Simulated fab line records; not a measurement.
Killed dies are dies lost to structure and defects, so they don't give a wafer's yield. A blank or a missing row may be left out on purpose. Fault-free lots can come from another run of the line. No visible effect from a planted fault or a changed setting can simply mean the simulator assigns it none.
fab line records | flow nand-harc
record lots=13 | wafers=39 | last-day=33
route steps=1302 shown A_ZERO_WELL@411 A_ONON_D1@426 END@1302
lots that met no fault: from a run of the same line without faults
start-h: the number of hours between the record's first day and the start of the first shown wafer of the lot | wait-h: hours from the lot's prior step to this one | " identical to the entry in the row above | L1.1+2: several wafers, shown together as one row | - no value, or no start given | * or withheld: withheld | < > ~ a bound
route shown NAME@n: a module of which the file shows steps, and the number in the route of the first | usual: mean/standard deviation of fault-free wafers | same: alike in all rows | chamber/n: place in a boat | sites: readings site by site | _std_site: standard deviation of those values | _edge_site: outer sites' mean less inner sites' | radius-mm: for every site, how far away it sits from the centre of the wafer | mask NAME#n: copy n | behind: the last tool/chamber to shape the wafer | hold: reason for holding the lot/hours on hold/outcome of the hold | device: the n, p or np transistor that did not switch | end of line: tests of these same wafers at the route's end | a step without rows: its recipe alone | killed: the dies lost at the first sort to structure and to defects; this is not the yield of the wafer | map: a wafer's dies, marking killed ones x, the rest . and places with no die _
set.NAME: the run value of the setting; set.NAME@STEP: its run value at that earlier step | model.NAME: the simulator's own value behind a step, which no gauge read
the route's steps for a sample of lots (tables are steps, rows are wafers)
services: when a tool's chamber went out of use (start-h, in hours from the record's first day, below 0 if earlier), for how many hours, and the reason
## steps
# step NHARC_A_ZERO_WELL_RTA_16
# recipe temp-c=1000 | time-s=10
# usual lamp-power-pct=29.7/1.5 | wafer_temp_C_max=1004.0/1.6
lot.wafer | tool          | chamber | start-h | wait-h | lamp-power-pct | wafer_temp_C_max
L309.1    | rtp-anneal-01 | 0       | 142.55  | -      | 27.9           | 1003.1
L309.5    | "             | 0       | "       | "      | 27.9           | 1002.0
L309.6    | "             | 0       | "       | "      | 27.9           | 1002.4
L310.1    | rtp-anneal-01 | 0       | 143.79  | -      | 27.9           | 1002.4
L310.3    | "             | 0       | "       | "      | 27.8           | 1002.6
L310.4    | "             | 0       | "       | "      | 27.9           | 1002.1
L312.1    | rtp-anneal-02 | 0       | 168.82  | -      | 31.0           | 1004.9
L312.2    | "             | 0       | "       | "      | 31.0           | 1004.1
L312.6    | "             | 0       | "       | "      | 31.0           | 1005.0
L311.1    | rtp-anneal-01 | 0       | 170.87  | -      | 27.8           | 1001.5
L311.3    | "             | 0       | "       | "      | 27.9           | 1001.3
L311.5    | "             | 0       | "       | "      | 27.9           | 1003.6
L313.2    | rtp-anneal-02 | 0       | 182.53  | 0.1    | 31.0           | 1006.4
L313.4    | "             | 0       | "       | "      | 31.0           | 1005.4
L313.5    | "             | 0       | "       | "      | 31.0           | 1005.1
L314.3    | rtp-anneal-01 | 0       | 191.42  | -      | 27.9           | 1001.8
L314.5    | "             | 0       | "       | "      | 27.8           | 1002.2
L314.6    | "             | 0       | "       | "      | 27.9           | 1002.9
L315.1    | rtp-anneal-02 | 0       | 196.78  | -      | 31.0           | 1006.2
L315.4    | "             | 0       | "       | "      | 31.0           | 1005.1
L315.5    | "             | 0       | "       | "      | 31.0           | 1003.5
L319.3    | rtp-anneal-01 | 0       | 240.96  | -      | 27.9           | 1002.5
L319.4    | "             | 0       | "       | "      | 27.9           | 1003.3
L319.6    | "             | 0       | "       | "      | 27.9           | 1002.3
L324.4    | rtp-anneal-01 | 0       | 295.32  | -      | 27.9           | 1002.2
L324.5    | "             | 0       | "       | "      | 27.9           | 1002.4
L324.6    | "             | 0       | "       | "      | 27.9           | 1002.4
L326.2    | rtp-anneal-02 | 0       | 311.48  | -      | 30.9           | 1006.2
L326.3    | "             | 0       | "       | "      | 31.0           | 1004.1
L326.5    | "             | 0       | "       | "      | 30.9           | 1004.9
L328.1    | rtp-anneal-02 | 0       | 329.81  | -      | 30.9           | 1004.5
L328.5    | "             | 0       | "       | "      | 30.9           | 1004.7
L328.6    | "             | 0       | "       | "      | 30.9           | 1006.8
L329.2    | rtp-anneal-01 | 0       | 335.72  | -      | 27.9           | 1003.3
L329.4    | "             | 0       | "       | "      | 27.9           | 1002.4
L329.6    | "             | 0       | "       | "      | 27.8           | 1002.7
L330.3    | rtp-anneal-02 | 0       | 358.89  | -      | 31.0           | 1003.7
L330.5    | "             | 0       | "       | "      | 31.0           | 1003.5
L330.6    | "             | 0       | "       | "      | 31.0           | 1004.0
# step NHARC_A_ONON_D1_DEP_03
# recipe target-thk-a=10000 | n2-flow-sccm=2750 | n2o-flow-sccm=2000 | nh3-flow-sccm=500 | sih4-flow-sccm=210 | temp-c=400
# usual sih4-flow-sccm=210.0/0.67 | susceptor-temp-C=399.96/0.19
lot.wafer | tool          | chamber | start-h | wait-h | sih4-flow-sccm | susceptor-temp-C
L310.1    | pecvd-onon-01 | 0       | 163.06  | 0.1    | 210.6          | 400.20
L310.3    | "             | 0       | "       | "      | 210.0          | 400.40
L310.4    | "             | 0       | "       | "      | 211.0          | 400.14
L309.1    | pecvd-onon-04 | 0       | 163.34  | 0.1    | 209.1          | 399.98
L309.5    | "             | 0       | "       | "      | 208.8          | 399.81
L309.6    | "             | 0       | "       | "      | 208.5          | 399.97
L312.1    | pecvd-onon-03 | 0       | 191.25  | 0.1    | 210.2          | 400.22
L312.2    | "             | 0       | "       | "      | 209.4          | 400.03
L312.6    | "             | 0       | "       | "      | 210.9          | 400.16
L311.1    | pecvd-onon-04 | 0       | 191.27  | 0.1    | 210.5          | 399.63
L311.3    | "             | 0       | "       | "      | 210.3          | 400.11
L311.5    | "             | 0       | "       | "      | 210.0          | 400.19
L313.2    | pecvd-onon-04 | 0       | 204.79  | 0.1    | 208.9          | 399.90
L313.4    | "             | 0       | "       | "      | 208.9          | 400.10
L313.5    | "             | 0       | "       | "      | 209.7          | 399.62
L314.3    | pecvd-onon-03 | 0       | 212.54  | 0.2    | 210.2          | 399.80
L314.5    | "             | 0       | "       | "      | 209.4          | 400.21
L314.6    | "             | 0       | "       | "      | 210.1          | 399.74
L315.1    | pecvd-onon-03 | 0       | 219.93  | 0.1    | 209.3          | 399.69
L315.4    | "             | 0       | "       | "      | 209.2          | 399.82
L315.5    | "             | 0       | "       | "      | 209.9          | 399.98
L319.3    | pecvd-onon-03 | 0       | 261.75  | 0.2    | 210.1          | 400.01
L319.4    | "             | 0       | "       | "      | 209.9          | 399.83
L319.6    | "             | 0       | "       | "      | 209.1          | 399.96
L324.4    | pecvd-onon-03 | 0       | 318.34  | 0.2    | 210.2          | 400.04
L324.5    | "             | 0       | "       | "      | 211.0          | 399.98
L324.6    | "             | 0       | "       | "      | 211.3          | 399.93
L326.2    | pecvd-onon-03 | 0       | 331.80  | 0.1    | 209.7          | 400.03
L326.3    | "             | 0       | "       | "      | 209.3          | 399.99
L326.5    | "             | 0       | "       | "      | 210.1          | 399.95
L328.1    | pecvd-onon-03 | 0       | 351.05  | 0.1    | 210.8          | 400.14
L328.5    | "             | 0       | "       | "      | 210.5          | 399.95
L328.6    | "             | 0       | "       | "      | 210.3          | 400.15
L329.2    | pecvd-onon-03 | 0       | 358.73  | 0.1    | 210.3          | 400.12
L329.4    | "             | 0       | "       | "      | 210.7          | 400.13
L329.6    | "             | 0       | "       | "      | 210.5          | 399.99
L330.3    | pecvd-onon-03 | 0       | 380.70  | 0.2    | 209.1          | 399.78
L330.5    | "             | 0       | "       | "      | 209.7          | 399.75
L330.6    | "             | 0       | "       | "      | 209.9          | 399.92
# step NHARC_A_ONON_D1_THK_MEAS_05
# recipe thk-meas-gauge=ellipsometry
# usual thk-nm=1003/11
lot.wafer | tool          | chamber | start-h | wait-h | hold                     | thk-nm
L310.1    | film-metro-02 | -       | 163.56  | -      | -                        | 1017
L310.3    | "             | -       | "       | "      | -                        | 1016
L310.4    | "             | -       | "       | "      | -                        | 1017
L309.1    | film-metro-02 | -       | 163.85  | -      | -                        | 1003
L309.5    | "             | -       | "       | "      | -                        | 1002
L309.6    | "             | -       | "       | "      | -                        | 1002
L312.1    | film-metro-02 | -       | 191.76  | -      | -                        | 1012
L312.2    | "             | -       | "       | "      | -                        | 1012
L312.6    | "             | -       | "       | "      | -                        | 1014
L311.1    | film-metro-01 | -       | 191.78  | -      | -                        | 1001
L311.3    | "             | -       | "       | "      | -                        | 1001
L311.5    | "             | -       | "       | "      | -                        | 1001
L313.2    | film-metro-02 | -       | 205.24  | -      | -                        | 1000
L313.4    | "             | -       | "       | "      | -                        | 1000
L313.5    | "             | -       | "       | "      | -                        | 1001
L314.3    | film-metro-02 | -       | 212.93  | -      | -                        | 1006
L314.5    | "             | -       | "       | "      | -                        | 1006
L314.6    | "             | -       | "       | "      | -                        | 1005
L315.1    | film-metro-01 | -       | 220.45  | -      | await-dispo/0.2h/release | 1588
L315.4    | "             | -       | "       | "      | await-dispo/0.2h/release | 1588
L315.5    | "             | -       | "       | "      | await-dispo/0.2h/release | 1587
L315.1    | film-metro-01 | -       | 220.62  | 0.2    | -                        | 1589
L315.4    | "             | -       | "       | "      | -                        | 1589
L315.5    | "             | -       | "       | "      | -                        | 1590
L319.3    | film-metro-02 | -       | 262.14  | -      | await-dispo/0.2h/release | 1561
L319.4    | "             | -       | "       | "      | await-dispo/0.2h/release | 1560
L319.6    | "             | -       | "       | "      | await-dispo/0.2h/release | 1559
L319.3    | film-metro-02 | -       | 262.32  | 0.2    | -                        | 1560
L319.4    | "             | -       | "       | "      | -                        | 1559
L319.6    | "             | -       | "       | "      | -                        | 1560
L324.4    | film-metro-01 | -       | 318.68  | -      | -                        | 988
L324.5    | "             | -       | "       | "      | -                        | 989
L324.6    | "             | -       | "       | "      | -                        | 989
L326.2    | film-metro-02 | -       | 332.25  | -      | -                        | 987
L326.3    | "             | -       | "       | "      | -                        | 987
L326.5    | "             | -       | "       | "      | -                        | 985
L328.1    | film-metro-01 | -       | 351.56  | -      | -                        | 982
L328.5    | "             | -       | "       | "      | -                        | 981
L328.6    | "             | -       | "       | "      | -                        | 983
L329.2    | film-metro-01 | -       | 359.18  | -      | -                        | 989
L329.4    | "             | -       | "       | "      | -                        | 987
L329.6    | "             | -       | "       | "      | -                        | 986
L330.3    | film-metro-01 | -       | 381.10  | -      | -                        | 1006
L330.5    | "             | -       | "       | "      | -                        | 1006
L330.6    | "             | -       | "       | "      | -                        | 1004
# step NHARC_A_ONON_D1_THK_MEAS_27
# recipe thk-meas-gauge=ellipsometry
# usual thk-nm=1004/9.4
lot.wafer | tool          | chamber | start-h | wait-h | thk-nm
L309.1    | film-metro-02 | -       | 174.79  | -      | 1008
L309.5    | "             | -       | "       | "      | 1011
L309.6    | "             | -       | "       | "      | 1008
L310.1    | film-metro-01 | -       | 174.79  | -      | 1012
L310.3    | "             | -       | "       | "      | 1013
L310.4    | "             | -       | "       | "      | 1014
L312.1    | film-metro-01 | -       | 205.67  | -      | 999
L312.2    | "             | -       | "       | "      | 998
L312.6    | "             | -       | "       | "      | 999
L311.1    | film-metro-02 | -       | 205.69  | -      | 1020
L311.3    | "             | -       | "       | "      | 1017
L311.5    | "             | -       | "       | "      | 1018
L313.2    | film-metro-02 | -       | 216.39  | -      | 971
L313.4    | "             | -       | "       | "      | 970
L313.5    | "             | -       | "       | "      | 973
L314.3    | film-metro-02 | -       | 224.31  | -      | 1005
L314.5    | "             | -       | "       | "      | 1002
L314.6    | "             | -       | "       | "      | 1004
L324.4    | film-metro-02 | -       | 330.23  | -      | 997
L324.5    | "             | -       | "       | "      | 996
L324.6    | "             | -       | "       | "      | 997
L326.2    | film-metro-02 | -       | 343.79  | -      | 1010
L326.3    | "             | -       | "       | "      | 1007
L326.5    | "             | -       | "       | "      | 1010
L328.1    | film-metro-02 | -       | 362.77  | -      | 1015
L328.5    | "             | -       | "       | "      | 1015
L328.6    | "             | -       | "       | "      | 1012
L329.2    | film-metro-01 | -       | 372.46  | -      | 1010
L329.4    | "             | -       | "       | "      | 1012
L329.6    | "             | -       | "       | "      | 1013
L330.3    | film-metro-02 | -       | 392.01  | -      | 993
L330.5    | "             | -       | "       | "      | 990
L330.6    | "             | -       | "       | "      | 990
# step NHARC_A_ONON_D1_THK_MEAS_30
# recipe thk-meas-gauge=ellipsometry
# usual thk-nm=1001/9.4
lot.wafer | tool          | chamber | start-h | wait-h | thk-nm
L310.1    | film-metro-01 | -       | 175.36  | -      | 1003
L310.3    | "             | -       | "       | "      | 1004
L310.4    | "             | -       | "       | "      | 1002
L309.1    | film-metro-02 | -       | 175.36  | -      | 986
L309.5    | "             | -       | "       | "      | 986
L309.6    | "             | -       | "       | "      | 987
L312.1    | film-metro-01 | -       | 206.24  | -      | 1014
L312.2    | "             | -       | "       | "      | 1014
L312.6    | "             | -       | "       | "      | 1015
L311.1    | film-metro-01 | -       | 206.26  | -      | 999
L311.3    | "             | -       | "       | "      | 997
L311.5    | "             | -       | "       | "      | 999
L313.2    | film-metro-01 | -       | 216.95  | -      | 993
L313.4    | "             | -       | "       | "      | 991
L313.5    | "             | -       | "       | "      | 990
L314.3    | film-metro-02 | -       | 224.88  | -      | 999
L314.5    | "             | -       | "       | "      | 999
L314.6    | "             | -       | "       | "      | 1000
L324.4    | film-metro-01 | -       | 330.80  | -      | 991
L324.5    | "             | -       | "       | "      | 990
L324.6    | "             | -       | "       | "      | 987
L326.2    | film-metro-01 | -       | 344.36  | -      | 1013
L326.3    | "             | -       | "       | "      | 1013
L326.5    | "             | -       | "       | "      | 1013
L328.1    | film-metro-02 | -       | 363.34  | -      | 994
L328.5    | "             | -       | "       | "      | 995
L328.6    | "             | -       | "       | "      | 994
L329.2    | film-metro-02 | -       | 373.02  | -      | 1014
L329.4    | "             | -       | "       | "      | 1015
L329.6    | "             | -       | "       | "      | 1017
L330.3    | film-metro-01 | -       | 392.56  | -      | 996
L330.5    | "             | -       | "       | "      | 995
L330.6    | "             | -       | "       | "      | 996
# step NHARC_END_SORT_01
# recipe temp-c=25
# usual defect-limited-yield=91.6/2.6 | killed-at-array=51/17 | killed-at-other=1.6/2.1 | killed-at-periphery=4/3.2 | killed-dies=57/18 | killed-open=2.9/1.7 | killed-short=2.3/1.3 | sort_bin_2_pct=3.0/1.2 | sort_bin_3_pct=0.7/0.43 | sort_bin_4_pct=4.7/1.4 | sort-n-pass=620/18 | sort-rim-yield-pct=87/4.8 | sort-yield-pct=91.6/2.6
# same gross-dies=677 | sort_bin_5_pct[%]=0 | sort_bin_6_pct[%]=0 | sort_bin_7_pct[%]=0 | sort_bin_8_pct[%]=0 | sort-rim-n-gross=106.00
lot.wafer | tool      | chamber | start-h | wait-h | defect-limited-yield[%] | killed-at-array | killed-at-other | killed-at-periphery | killed-dies | killed-open | killed-short | sort_bin_2_pct[%] | sort_bin_3_pct[%] | sort_bin_4_pct[%] | sort-n-pass | sort-rim-yield-pct[%] | sort-yield-pct[%]
L324.4    | prober-01 | 0       | 727.29  | 3.4    | 92.0                    | 52              | 1               | 1                   | 54          | 2           | 2            | 3.7               | 0.9               | 3.4               | 623         | 88                    | 92.0
L324.5    | prober-01 | 0       | 728.10  | 3.7    | 90.5                    | 56              | 0               | 8                   | 64          | 7           | 2            | 4.0               | 0.7               | 4.7               | 613         | 85                    | 90.5
L324.6    | prober-01 | 0       | 728.91  | 4.0    | 92.0                    | 53              | 0               | 1                   | 54          | 3           | 1            | 2.7               | 1.0               | 4.3               | 623         | 87                    | 92.0
# killed by level:class
L324.4 A_SLIT:chamber-film-flake=21 A_CHANNEL_HOLE_D2:chamber-film-flake=10 A_CHANNEL_HOLE_D1:chamber-film-flake=8 A_STAIRCASE:chamber-film-flake=4 A_M0:geometric-particle:open=2 A_CHANNEL_FILL_D1:chamber-film-flake=2 A_CONTACT:chamber-film-flake=2 A_ONON_D2:geometric-particle:short=1
L324.5 A_SLIT:chamber-film-flake=23 A_CHANNEL_HOLE_D2:chamber-film-flake=9 A_CONTACT:chamber-film-flake=8 A_CHANNEL_HOLE_D1:chamber-film-flake=4 A_ONON_D2:geometric-particle:open=3 P_M0:chamber-film-flake=3 A_STAIRCASE:chamber-film-flake=3 P_ZERO_WELL:chamber-film-flake=2
L324.6 A_SLIT:chamber-film-flake=25 A_CONTACT:chamber-film-flake=7 A_CHANNEL_HOLE_D1:chamber-film-flake=5 A_CHANNEL_HOLE_D2:chamber-film-flake=5 A_CHANNEL_FILL_D1:chamber-film-flake=3 A_CHANNEL_FILL_D2:geometric-particle:open=2 A_STAIRCASE:chamber-film-flake=2 A_ONON_D2:geometric-particle:short=1
## services
tool          | chamber | start-h | hours | kind
pecvd-onon-04 | -       | 130.00  | 13.0  | pm
pecvd-onon-03 | -       | 227.00  | 13.0  | pm
pecvd-onon-01 | -       | 271.49  | 13.0  | pm
pecvd-onon-04 | -       | 311.00  | 13.0  | pm
rtp-anneal-01 | -       | 372.00  | 12.0  | pm
## key
first-sign step=NHARC_A_ONON_D1_THK_MEAS_05 | reading=visit | direction=added
effect step=NHARC_A_ONON_D1_THK_MEAS_05 | reading=thk-nm | direction=up | sigmas=54 | usual=1003 | struck=1574
met-at NHARC_A_ONON_D1_DEP_03
struck-lots L315,L319
struck-wafers L315.1,L315.4,L315.5,L319.3,L319.4,L319.6
scrapped-behind NHARC_A_ONON_D1_THK_MEAS_05 L315.1,L315.4,L315.5,L319.3,L319.4,L319.6
not-acting-at NHARC_A_ZERO_WELL_RTA_16,NHARC_A_ONON_D1_THK_MEAS_27,NHARC_A_ONON_D1_THK_MEAS_30
onset-between 212.54 219.93
fault kind=process-parameter-drift | tool=pecvd-onon-03 | chamber=0 | onset-h=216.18 | steps=NHARC_A_ONON_D1_DEP_03 | channel=target-thk-a | offset=* | shape=step | end-h=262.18 | acts-in=* | stated=*
